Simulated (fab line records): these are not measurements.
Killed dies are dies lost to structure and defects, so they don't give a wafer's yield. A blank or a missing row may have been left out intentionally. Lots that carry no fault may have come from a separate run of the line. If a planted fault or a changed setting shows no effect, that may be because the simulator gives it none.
Split-lot trial    flow n5_finfet    route with 1938 steps; 7 lots, 21 wafers read

SPLIT DETAILS
At N5_BEOL_M7_COAT_05 (resist thk 90 nm), the setting spin_rpm was moved away from the recipe's 1500 rpm on 9 of the 21 wafers read, by -9.3% to +9.6%. All remaining wafers had this setting at the recipe value.

FROM THE SPLIT TO THE READING: what the file shows between them, 2 steps
- N5_BEOL_M7_EXPOSE_08: exposes mask M7 (also split here: dose_mj)
- N5_BEOL_M7_PEB_09: peb time 60 s

THE READING
CAR-ArF_of_BEOL_M7_COAT_05.thk_nm (the simulator's own value, which no gauge read), in nm, at N5_BEOL_M7_DEVELOP_10 (develop time 30 s). There is no usual value for it anywhere in the file. Average 88.2 nm, standard deviation 0.18 nm, over the 12 wafers here run with the recipe.

wafer   tool, chamber at the split  spin_rpm as run, rpm  against the recipe  CAR-ArF_of_BEOL_M7_COAT_05.thk_nm, nm  against lot-mates on the recipe
L074.1  litho_track-02, 0           1614                  +7.6%               85                                     -3.0
L074.2  litho_track-02, 0           1500                  recipe              87.8                                   -
L074.3  litho_track-02, 0           1500                  recipe              88.2                                   -
L077.3  litho_track-01, 0           1500                  recipe              88.4                                   -
L077.4  litho_track-01, 0           1360                  -9.3%               92.6                                   +4.2
L077.5  litho_track-01, 0           1360                  -9.3%               92.6                                   +4.2
L078.1  litho_track-02, 0           1500                  recipe              88.2                                   -
L078.3  litho_track-02, 0           1644                  +9.6%               84.4                                   -3.8
L078.5  litho_track-02, 0           1644                  +9.6%               84.4                                   -3.8
L080.1  litho_track-04, 0           1500                  recipe              88.2                                   -
L080.3  litho_track-04, 0           1500                  recipe              88.2                                   -
L080.2  litho_track-04, 0           1500                  recipe              88.4                                   -
L084.4  litho_track-02, 0           1421                  -5.3%               91                                     +2.4
L084.6  litho_track-02, 0           1421                  -5.3%               91                                     +2.4
L084.5  litho_track-02, 0           1500                  recipe              88.6                                   -
L088.1  litho_track-04, 0           1500                  recipe              88.2                                   -
L088.2  litho_track-04, 0           1377                  -8.2%               92.4                                   +4.2
L088.5  litho_track-04, 0           1377                  -8.2%               92.2                                   +4.0
L096.2  litho_track-04, 0           1500                  recipe              88.4                                   -
L096.3  litho_track-04, 0           1500                  recipe              88.2                                   -
L096.6  litho_track-04, 0           1500                  recipe              88.2                                   -

FIT RESULTS
A straight line over all 21 wafers: CAR-ArF_of_BEOL_M7_COAT_05.thk_nm changes by -0.45 nm for each +1% of spin_rpm; r = -1.00; the points scatter about the line by 0.24 nm.
The same after taking each lot's own level away (the mean of its wafers on the recipe; 21 wafers): -0.436 nm for each +1%; r = -1.00; scatter 0.21 nm.
According to that fit, moving spin_rpm by its largest amount changes the reading by 4.2 nm.
Measured against the standard deviation above, the lots' own levels, which go from 88.00 to 88.60 nm, span 3.2 times it.
Consequently the slope shifts little with the lot-to-lot level, the two slopes agreeing.
Check: -4.14 nm against its lot-mates is what the line predicts for one of the wafers moved furthest among these (+9.6%) when that wafer is left out of the fit. Against them it came out at -3.8 nm.

THESE WAFERS: OTHER SPLITS
Before the reading, these wafers also passed through other splits. Each is held against what the fit with the lots' levels taken away leaves over:
other split on the same wafers  wafers away from the commonest value  r with CAR-ArF_of_BEOL_M7_COAT_05.thk_nm (lot level and that fit taken away)
N5_BEOL_M5_EXPOSE_08 dose_mj    9                                     -0.23
N5_BEOL_M5_CMP_52 platen_rpm    7                                     +0.28
N5_BEOL_M5_DEP_56 time_s        6                                     -0.34
N5_BEOL_M7_EXPOSE_08 dose_mj    6                                     +0.28

THE WHOLE CHAIN: every reading that the file lists as answering this split, in the file's order
step                   what it does       reading                                                                             change (the file's fit)                r (the file's)
N5_BEOL_M7_COAT_05     resist thk 90 nm   CAR-ArF_of_BEOL_M7_COAT_05.thk_nm (the simulator's own value, which no gauge read)  -0.435 nm for each +1% of the setting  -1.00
N5_BEOL_M7_DEVELOP_10  develop time 30 s  CAR-ArF_of_BEOL_M7_COAT_05.thk_nm (the simulator's own value, which no gauge read)  -0.436 nm for each +1% of the setting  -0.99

FILE'S OWN FIT
CAR-ArF_of_BEOL_M7_COAT_05.thk_nm changes by -0.436 nm for each +1% of spin_rpm, r = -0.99.
